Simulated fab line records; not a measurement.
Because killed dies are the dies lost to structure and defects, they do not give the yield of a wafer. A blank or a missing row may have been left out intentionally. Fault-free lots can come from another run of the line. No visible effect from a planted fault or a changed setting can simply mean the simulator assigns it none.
A struck lot beside a sound one    flow n5 finfet    44 out of 1938 route steps
Sound: the wafers L550.1, L550.5, L550.6. Struck: wafer L547.1. (L547.6 of the same lot was not struck and is left out.) The cause comes at the end.
For every step that has rows: the tool of each side, followed by ch and its chambers, followed by its first start. Under that, the readings that differ: sound wafers    struck wafers    difference of the means    sigmas: that difference in standard deviations of wafers without a fault.
alike: readings whose means differ by less than 2 such deviations, and words and numbers that are the same on both sides. not compared: withheld readings, readings that some wafer has no value for, bounds like >300 that may hide the same value, and numbers for which the record gives no deviation and whose values overlap.
Wherever a step has rows on one side only, a row that says differs or no value, or a row with sigmas, the two part there. Numbers that have no deviation but don't overlap get no sigmas and don't part them. A reading that every wafer of one side lacks parts them only if that side has two wafers or more.

first, 4 steps without rows for these wafers: N5_BEOL_M1_STRIP_36 (strips in N2/H2); N5_BEOL_M1_TRENCH_ETCH_37 (etches SiOC in C4F6/O2, target depth 55.207 nm, time 29 s); N5_BEOL_M1_ETCH_41 (etches SiCN in CH3F/O2, target depth 31.9 nm, time 57.8 s); N5_BEOL_M1_STRIP_97 (strips in N2/H2, time 10 s).
N5_BEOL_M1_OCD_MEAS_38:
  sound on ocd-01 at day 11 19:29; struck on ocd-02 at day 11 00:31
  alike: trench depth nm
then, 4 steps without rows for these wafers: N5_BEOL_M1_HM_STRIP_39 (strips TiN in peroxide tin strip, target depth 25 nm, time 158 s); N5_BEOL_M1_SRD_40 (time 30 s); N5_BEOL_M1_PRECLEAN_42 (cleans in residue remover, time 60 s); N5_BEOL_M1_SRD_43 (time 30 s).
N5_BEOL_M1_CD_MEAS_35: target cd 18 nm, target cd y 21 nm.
  sound on cd sem-01 at day 11 19:38; struck on cd sem-01 at day 11 00:40
  alike: cd nm
then, 1 step without rows for these wafers: N5_BEOL_M1_DEGAS_44 (time 60 s).
N5_BEOL_M1_PRE_CLEAN_45: time 30 s.
  sound on pvd sputter-03 at day 11 20:08; struck on pvd sputter-01 at day 11 00:54
  alike: heater power w
N5_BEOL_M1_ALD_84: deposits TaN, pulse time 2 s, purge time 3 s, co reactant purge time 2 s.
  sound on ald metal-03 ch 0,1, day 11 20:12; struck on ald metal-04 ch 1, day 11 00:58
reading             sound        struck  difference  sigmas
ald cycles          30 30 30     46      +16         
heater power w (W)  465 516 460  361     -119        -2
  alike: mfc carrier sccm, precursor vessel carrier sccm
  not compared: model.TaN_of_BEOL_M1_ALD_84.thk nm
then, 2 steps without rows for these wafers: N5_BEOL_M1_SURFACE_TREAT_85; N5_BEOL_M1_CVD_47 (deposits Co from CCTBA/H2, target thk 3 nm, time 223.8 s).
N5_BEOL_M1_SPUTTER_48: material Cu, target thk 4.5 nm, time 8.29 s.
  sound on pvd sputter-01 at day 11 20:59; struck on pvd sputter-03 at day 11 01:25
  alike: throttle valve pct
then, 1 step without rows for these wafers: N5_BEOL_M1_ANNEAL_49 (time 240 s).
N5_BEOL_M1_SPUTTER_79: material Cu, target thk 4.5 nm, time 8.29 s.
  sound on pvd sputter-01 at day 11 21:12; struck on pvd sputter-03 at day 11 01:38
  alike: throttle valve pct
then, 5 steps without rows for these wafers: N5_BEOL_M1_ANNEAL_80 (time 240 s); N5_BEOL_M1_SPUTTER_81 (material Cu, target thk 4.5 nm, time 8.29 s); N5_BEOL_M1_ANNEAL_82 (time 240 s); N5_BEOL_M1_SPUTTER_86 (material Cu, target thk 4.5 nm, time 8.29 s); N5_BEOL_M1_ANNEAL_87 (time 240 s).
N5_BEOL_M1_SPUTTER_88: material Cu, target thk 4.5 nm, time 8.29 s.
  sound on pvd sputter-01 at day 11 21:52; struck on pvd sputter-03 at day 11 02:18
  alike: throttle valve pct
then, 5 steps without rows for these wafers: N5_BEOL_M1_ANNEAL_89 (time 240 s); N5_BEOL_M1_SPUTTER_90 (material Cu, target thk 4.5 nm, time 8.29 s); N5_BEOL_M1_ANNEAL_91 (time 240 s); N5_BEOL_M1_SPUTTER_92 (material Cu, target thk 4.5 nm, time 8.29 s); N5_BEOL_M1_ANNEAL_93 (time 240 s).
N5_BEOL_M1_SPUTTER_94: material Cu, target thk 4.5 nm, time 8.29 s.
  sound on pvd sputter-01 at day 11 22:31; struck on pvd sputter-03 at day 11 02:58
  alike: throttle valve pct
then, 5 steps without rows for these wafers: N5_BEOL_M1_ANNEAL_95 (time 240 s); N5_BEOL_M1_SPUTTER_96 (material Cu, target thk 4.5 nm, time 8.29 s); N5_BEOL_M1_ECD_50 (material Cu, target thk 300 nm); N5_BEOL_M1_ANNEAL_51 (time 90 s); N5_BEOL_M1_CMP_52 (polishes, stops on SiOC, t overpolish 6.8 s, target thk 40 nm).
N5_BEOL_M1_THK_MEAS_53: measures by xrf.
  sound on film metro-01 at day 11 23:34; struck on film metro-01 at day 11 03:58
  alike: M1_THK
then, 4 steps without rows for these wafers: N5_BEOL_M1_PRE_CLEAN_60 (time 15 s); N5_BEOL_M1_CO_CAP_55 (material Co, precursor CCTBA/H2, target thk 2 nm, time 102.1 s); N5_BEOL_M1_PRE_CLEAN_56 (time 15 s); N5_BEOL_M1_DEP_57 (deposits SiCN from 3MS/NH3, target thk 8 nm, time 14 s).
N5_BEOL_M1_RS_MEAS_58: uses a four-point probe to measure.
  sound on film metro-02 at day 11 23:50; struck on film metro-01 at day 11 04:14
  alike: M1_RS
N5_BEOL_M1_INSPECT_59: inspects for defects (darkfield).
  sound on defect inspect-02 at day 11 23:52; struck on defect inspect-01 at day 11 04:15
  alike: raw defect count
-- a jump in the record: the struck wafers' starts before and after are 5 days apart (it breaks off in module BEOL_M1 and resumes in module BEOL_M4, where the first step shown is number 1111 of the route) --
N5_BEOL_M4_RC_MEAS_101:
  sound on prober-02 ch 0, day 15 22:40; struck on prober-01 ch 0, day 15 18:53
reading                       sound        struck  difference  sigmas
CHAIN_V0 (ohm/link)           242 246 253  378     +131        +10
CHAIN_V0_max_site (ohm/link)  249 252 267  399     +143        +10
ION_P (uA/um)                 472 475 469  455     -17         -2
SERP_M1 (ohm/um)              203 196 206  303     +101        +5
SERP_M1_max_site (ohm/um)     213 201 223  319     +107        +4
  alike: DIBL_N, DIBL_P, IOFF_N, IOFF_P, ION_N, SS_N, SS_P, VT_N, VT_P
-- record jumps: 5 days separate the struck wafers' starts on either side; left off in module BEOL_M4, taken up again in module PASSIVATION, whose first shown step is the route's number 1936 --
N5_PASSIVATION_PROBE_49:
  sound on prober-01 at day 21 16:10; struck on prober-01 at day 20 17:50
  alike: defect limited yield, killed_at_M0_to_M3, killed_at_M4_up, killed at contacts, killed at front end, killed at other, killed dies, killed on rim, killed open, killed short, sort_bin_4_leakage, sort_bin_5_function, sort_bin_6_memory, sort_bin_8_speed, sort n pass

== WHERE THEY PART ==
First at N5_BEOL_M1_ALD_84; last, within this record, at N5_BEOL_M4_RC_MEAS_101. Later steps at which nothing parts them and some readings are alike: N5_PASSIVATION_PROBE_49.

WHY: the cause the simulator had injected
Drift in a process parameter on ald metal-04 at N5_BEOL_M1_ALD_84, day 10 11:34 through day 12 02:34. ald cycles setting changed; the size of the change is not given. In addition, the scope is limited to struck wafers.
